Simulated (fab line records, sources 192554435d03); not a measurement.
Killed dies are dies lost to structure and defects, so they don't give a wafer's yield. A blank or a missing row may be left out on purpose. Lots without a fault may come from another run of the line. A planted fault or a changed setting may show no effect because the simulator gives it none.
A struck lot beside a sound one | flow n5_finfet | 26 steps out of a route of 1938
Sound: wafers L826.2, L826.4, L826.6. Struck: wafers L827.2, L827.5, L827.6. The cause comes at the end.
At each step with rows: each side's tool, then ch and its chambers, then its first start. Under that, the readings that differ: sound wafers | struck wafers | difference of the means | sigmas: that difference in standard deviations of wafers without a fault.
alike: readings whose means differ by less than 2 such deviations, and words and numbers that are the same on both sides. not compared: withheld readings, readings that some wafer has no value for, bounds like >300 that may hide the same value, and numbers for which the record gives no deviation and whose values overlap.
The two part at a step that has a row with sigmas, a row that says differs or no value, or rows on one side only. Numbers that don't overlap but have no deviation are shown without sigmas and don't part them. A reading that every wafer of one side lacks parts them only if that side has two wafers or more.

first, 10 steps without rows for these wafers: N5_DUMMY_GATE_STRIP_48 (strips in N2/H2, time 20 s); N5_DUMMY_GATE_PRECLEAN_33 (cleans in dHF, time 10 s); N5_DUMMY_GATE_PRECLEAN_25 (cleans in O3/DIW, time 45 s); N5_DUMMY_GATE_PRECLEAN_51 (cleans in SC2, time 45 s); N5_DUMMY_GATE_SRD_26 (time 30 s); N5_DUMMY_GATE_UV_OZONE_45 (time 120 s); N5_SPACER0_ALD_07 (deposits SiNx, target thk 2 nm); N5_SPACER0_ALD_00 (deposits SiOCN, target thk 3.5 nm, pulse time 3 s, purge time 2 s); N5_SPACER0_ALD_08 (deposits SiNx, target thk 2 nm); N5_SD_EPI_N_COAT_32 (time 60 s, resist thk 350 nm).
N5_SD_EPI_N_COAT_33: time 60 s, resist thk 35 nm.
  sound on litho_track-03 ch 0, day 5 04:07; struck on litho_track-03 ch 0, day 5 05:51
  reading                                     | sound                | struck               | difference | sigmas
  spin_speed_rpm (rpm)                        | 1499.3 1500.3 1499.2 | 1453.9 1452.4 1453.5 | -46.3      | -46
  model.SiARC_of_SD_EPI_N_COAT_33.thk_nm (nm) | 35 35.2 35           | 35.4 35.6 35.6       | +0.5       |
then, 7 steps without rows for these wafers: N5_SD_EPI_N_COAT_03 (resist thk 150 nm); N5_SD_EPI_N_EBR_05; N5_SD_EPI_N_SOFTBAKE_04 (time 60 s); N5_SD_EPI_N_EXPOSE_06 (exposes mask SD N BLK, target cd 120 nm); N5_SD_EPI_N_PEB_07 (peb time 60 s); N5_SD_EPI_N_DEVELOP_08 (develop time 30 s); N5_SD_EPI_N_DESCUM_14 (chemistry O2, time 7.9 s).
N5_SD_EPI_N_ETCH_34: etches SiARC in CF4, target depth 45.5 nm, time 75.8 s.
  sound on rie_diel-03 ch 0,1, day 5 05:07; struck on rie_diel-06 ch 2,3, day 5 06:20
  reading                  | sound             | struck            | difference | sigmas
  model.etch.depth_nm (nm) | 35.04 35.15 35.03 | 35.49 35.51 35.57 | +0.45      |
  alike: drypump_motor_current_A, etch_rf_on_time_s, oes_product_au, rf_fwd_power_W, rf_vpp_V, showerhead_plenum_p_Torr, throttle_valve_pct
  not compared: rf_hours_counter_h
then, 4 steps without rows for these wafers: N5_SD_EPI_N_ETCH_35 (etches SOC in N2/H2, overetch 108 nm, time 486 s); N5_SD_EPI_N_STRIP_36 (strips in N2/H2); N5_SD_EPI_N_ETCHBACK_44 (etches SiNx in CH3F/O2, stops on SiO2, target depth 14.5 nm); N5_SD_EPI_N_ETCH_45 (etches SiOCN in CH3F/O2, target depth 6 nm).
N5_SD_EPI_N_ETCH_16: etches SiO2 in CHF3/O2, target depth 5 nm.
  sound on rie_diel-03 ch 0,1, day 5 05:42; struck on rie_diel-06 ch 2,3, day 5 06:55
  alike: drypump_motor_current_A, oes_ar_750_au, oes_product_au, rf_fwd_power_W, rf_vpp_V, showerhead_plenum_p_Torr, throttle_valve_pct
  not compared: rf_hours_counter_h, model.SiARC_of_SD_EPI_N_COAT_33.thk_nm
then, 1 step without rows for these wafers: N5_SD_EPI_N_STRIP_47 (strips in CHF3/O2).
-- the record jumps here: 5 days lie between the struck wafers' starts before and after (it left off in module SD_EPI_N and takes up again in module BEOL_M4, whose first step shown is number 1111 of the route) --
N5_BEOL_M4_RC_MEAS_101:
  sound on prober-02 ch 0, day 10 15:41; struck on prober-02 ch 0, day 10 11:22
  alike: DIBL_N, DIBL_P, IOFF_N, IOFF_P, ION_N, ION_P, SS_N, SS_P, VT_N, VT_P

WHERE THEY PART
Only at N5_SD_EPI_N_COAT_33, within this record. Later steps at which nothing parts them and some readings are alike: N5_SD_EPI_N_ETCH_34, N5_SD_EPI_N_ETCH_16, N5_BEOL_M4_RC_MEAS_101.

WHY: what the simulator had put in
Process parameter drift: litho_track-03, from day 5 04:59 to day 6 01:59, at N5_SD_EPI_N_COAT_33. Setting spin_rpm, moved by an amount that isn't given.
